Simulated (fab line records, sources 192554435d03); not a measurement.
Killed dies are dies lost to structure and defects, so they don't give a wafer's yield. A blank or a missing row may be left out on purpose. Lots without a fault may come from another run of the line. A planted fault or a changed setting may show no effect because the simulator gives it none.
Split-lot experiment | flow n5_finfet | 7 lots, 21 wafers read, on a route of 1938 steps

THE SPLIT
At N5_MOL_CONTACT_COAG_ETCH_105 (etches SiARC in CF4, target depth 15.6 nm, time 26 s), the setting bias_w was moved away from the recipe's 36 W on 5 of the 21 wafers read, by -16.1% to +14.7%. The other wafers ran this setting at the recipe's value.

The reading is taken at the split's own step.

THE READING
rf_vpp_V, in V, at N5_MOL_CONTACT_COAG_ETCH_105 (etches SiARC in CF4, target depth 15.6 nm, time 26 s). Fault-free wafers of this fab line usually give 183.9 V, standard deviation 1 V.

wafer  | tool, chamber at the split | bias_w as run, W | against the recipe | rf_vpp_V, V | against lot-mates on the recipe
L075.1 | rie_diel-01, 2             | 36               | recipe             | 184.7       | -
L075.3 | rie_diel-01, 3             | 30.22            | -16.1%             | 165.8       | -18.9
L075.6 | rie_diel-01, 1             | 30.22            | -16.1%             | 163.3       | -21.4
L077.3 | rie_diel-04, 1             | 36               | recipe             | 185.6       | -
L077.4 | rie_diel-04, 1             | 36               | recipe             | 185.6       | -
L077.6 | rie_diel-04, 0             | 36               | recipe             | 183.0       | -
L082.4 | rie_diel-04, 3             | 36               | recipe             | 183.8       | -
L082.5 | rie_diel-04, 1             | 36               | recipe             | 184.7       | -
L082.6 | rie_diel-04, 0             | 36               | recipe             | 182.1       | -
L089.2 | rie_diel-04, 3             | 36               | recipe             | 182.7       | -
L089.4 | rie_diel-04, 2             | 36               | recipe             | 183.3       | -
L089.6 | rie_diel-04, 3             | 36               | recipe             | 182.4       | -
L092.2 | rie_diel-04, 0             | 36               | recipe             | 182.2       | -
L092.3 | rie_diel-04, 1             | 41.28            | +14.7%             | 202.1       | +19.2
L092.4 | rie_diel-04, 2             | 36               | recipe             | 183.7       | -
L096.2 | rie_diel-04, 1             | 40.1             | +11.4%             | 197.3       | +13.6
L096.5 | rie_diel-04, 0             | 40.1             | +11.4%             | 196.3       | +12.6
L096.6 | rie_diel-04, 1             | 36               | recipe             | 183.7       | -
L097.2 | rie_diel-05, 0             | 36               | recipe             | 183.0       | -
L097.3 | rie_diel-05, 2             | 36               | recipe             | 182.9       | -
L097.6 | rie_diel-05, 1             | 36               | recipe             | 184.8       | -

THE FIT
A straight line over all 21 wafers: rf_vpp_V changes by +1.2 V for each +1% of bias_w; r = +0.99; the points scatter about the line by 1.1 V.
The same after taking each lot's own level away (the mean of its wafers on the recipe; 21 wafers): +1.24 V for each +1%; r = +0.99; scatter 0.99 V.
On that fit, the largest move of bias_w shifts the reading by 20 V.
The lots' own levels span 182.80 to 184.73 V, that is 1.9 times the standard deviation above.
So the lot-to-lot level changes the slope little: the two slopes agree.
Check: with one of the wafers moved furthest among these (-16.1%) left out of the fit, the line predicts -20.5 V for it against its lot-mates. It came out at -18.9 V against them.
Tool readings at the split's step, against how far the setting was moved: rf_vpp_V r = +0.99.

OTHER SPLITS ON THESE WAFERS
These wafers also went through other splits before the reading. Each is held against what the fit with the lots' levels taken away leaves over:
other split on the same wafers       | wafers away from the commonest value | r with rf_vpp_V (lot level and that fit taken away)
N5_SDB_CUT_ETCH_26 icp_w             | 7                                    | -0.03
N5_GATE_CUT_ETCH_56 icp_w            | 6                                    | -0.18
N5_GATE_CUT_ETCH_58 time_s           | 6                                    | -0.01
N5_MOL_CONTACT_COAG_COAT_02 spin_rpm | 4                                    | -0.08

THE FILE'S OWN FIT
rf_vpp_V changes by +1.25 V for each +1% of bias_w, r = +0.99.
